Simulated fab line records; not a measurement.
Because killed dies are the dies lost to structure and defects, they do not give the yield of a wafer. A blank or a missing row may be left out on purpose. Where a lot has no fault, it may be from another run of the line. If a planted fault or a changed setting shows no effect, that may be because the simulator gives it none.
Chamber matching -- flow n5_finfet -- ald_sin-02 running N5_MOL_CONTACT_COAG_ALD_133: 4 sister chambers
The step deposits SiO2, target thk 5 nm, pulse time 1 s, co reactant pulse time 1 s. 8 wafers are shown with their chamber, then 9 later ones without.

== EACH WAFER AND ITS CHAMBER ==
wafer,chamber,heater_power_w (W),precursor_pulse_height_rel
L077.1,1,89,1.021
L088.5,1,89,1.040
L089.1,0,74,1.028
L089.2,3,71,1.001
L089.3,2,62,0.982
L089.4,2,62,0.997
L089.5,0,73,0.966
L089.6,3,71,0.993

== WAFERS WITH NO CHAMBER GIVEN ==
wafer,heater_power_w (W),precursor_pulse_height_rel
L093.3,61,1.038
L093.5,87,0.981
L093.6,74,1.002
L095.1,88,1.006
L095.4,72,1.047
L095.6,73,0.984
L096.1,87,1.008
L096.3,72,1.020
L096.6,72,1.000

== THE CHAMBER EACH PASSED THROUGH ==
wafer,from the rows above,in truth
L093.3,2,2
L093.5,1,1
L093.6,0,0
L095.1,1,1
L095.4,can't be placed: 3 or 0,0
L095.6,0,0
L096.1,1,1
L096.3,can't be placed: 3 or 0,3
L096.6,can't be placed: 3 or 0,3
Placed correctly: 6 of 9. These rows do not allow placing 3 (true chamber among the candidates in 3). 0 placed wrongly.
How it was worked out, from the rows above alone: a wafer's distance from a chamber is the root of the sum, over the readings, of the square of ((its reading less the chamber's mean) divided by the reading's scatter). The wafer belongs to the nearest chamber; if the next one is less than 2 further off, it can't be placed. A chamber's mean is the mean of its shown wafers. The scatter: the root of (the sum of the squares of (reading less its chamber's mean) over the shown wafers, divided by (wafers less chambers)).
